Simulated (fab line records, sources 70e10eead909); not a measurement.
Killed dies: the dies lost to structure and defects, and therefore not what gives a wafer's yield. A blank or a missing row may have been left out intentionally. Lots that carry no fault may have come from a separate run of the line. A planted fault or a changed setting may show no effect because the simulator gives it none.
Which tool did it? | flow nand harc | route of 1302 steps, sampled at 1 step: 24 lots, 72 wafers

## WHAT THE GAUGES READ, wafer by wafer
NHARC_A_CHANNEL_HOLE_D1_INSPECT_12. Usual: raw defect count at 5.5, with a standard deviation of 3.
lot  | measured     | on                | raw defect count | flag
L074 | day 8 04:43  | defect inspect-02 | 6 2 4            |
L075 | day 8 23:14  | defect inspect-01 | 5 3 9            |
L076 | day 9 04:52  | defect inspect-01 | 3 6 1            |
L077 | day 9 16:32  | defect inspect-01 | 12 12 7          |
L079 | day 10 06:58 | defect inspect-02 | 1 3 4            |
L078 | day 10 08:04 | defect inspect-02 | 5 9 6            |
L080 | day 10 22:41 | defect inspect-01 | 7 8 9            |
L081 | day 10 22:52 | defect inspect-01 | 8 7 11           |
L082 | day 11 21:19 | defect inspect-02 | 3 7 3            |
L083 | day 11 22:09 | defect inspect-02 | 4 7 7            |
L084 | day 12 20:45 | defect inspect-01 | 6 4 2            |
L085 | day 13 00:15 | defect inspect-01 | 5 7 6            |
L086 | day 13 15:46 | defect inspect-01 | 2 3 6            |
L087 | day 13 21:59 | defect inspect-02 | 6 9 5            |
L088 | day 14 17:51 | defect inspect-01 | 3 8 8            |
L089 | day 14 18:12 | defect inspect-01 | 4 3 2            |
L090 | day 15 05:43 | defect inspect-02 | 10 3 12          |
L091 | day 15 10:56 | defect inspect-01 | 4 1 10           |
L092 | day 15 23:23 | defect inspect-01 | 2 7 4            |
L093 | day 16 18:31 | defect inspect-02 | 0 4 8            |
L094 | day 16 18:49 | defect inspect-02 | 2 6 4            |
L095 | day 16 20:25 | defect inspect-02 | 3 5 6            |
L096 | day 17 14:55 | defect inspect-01 | 1 5 5            |
L097 | day 18 01:46 | defect inspect-01 | 4 9 4            |

## WHICH TOOL RAN EACH LOT (tool, then ch and the chambers of the sampled wafers, then the start)
There is no process step in the record ahead of these readings.

## WHAT THE TOOLS THEMSELVES READ (means of the sampled wafers that have a number; where no wafer has one, the mark that the record gives instead)
The record holds no such reading with a usual standard deviation.

## THE ANSWER, worked out from the rows above alone
Rule: a lot is off if the mean of its wafers that have a number lies more than 3 standard deviations from the usual mean. Also off: a lot with no number at a reading for which 4 or more lots have one. All remaining lots with rows at the step are treated as sound. The gauges are gone through in route order, then the tools' own readings, and for those a lot's mean is taken as printed above. At the first step where some lot is off, the reading lying furthest off is the one used; lots without a number count as furthest.
Nothing can be told from this: no lot is off at any reading shown.

## WHAT THE SIMULATOR HAD INSERTED
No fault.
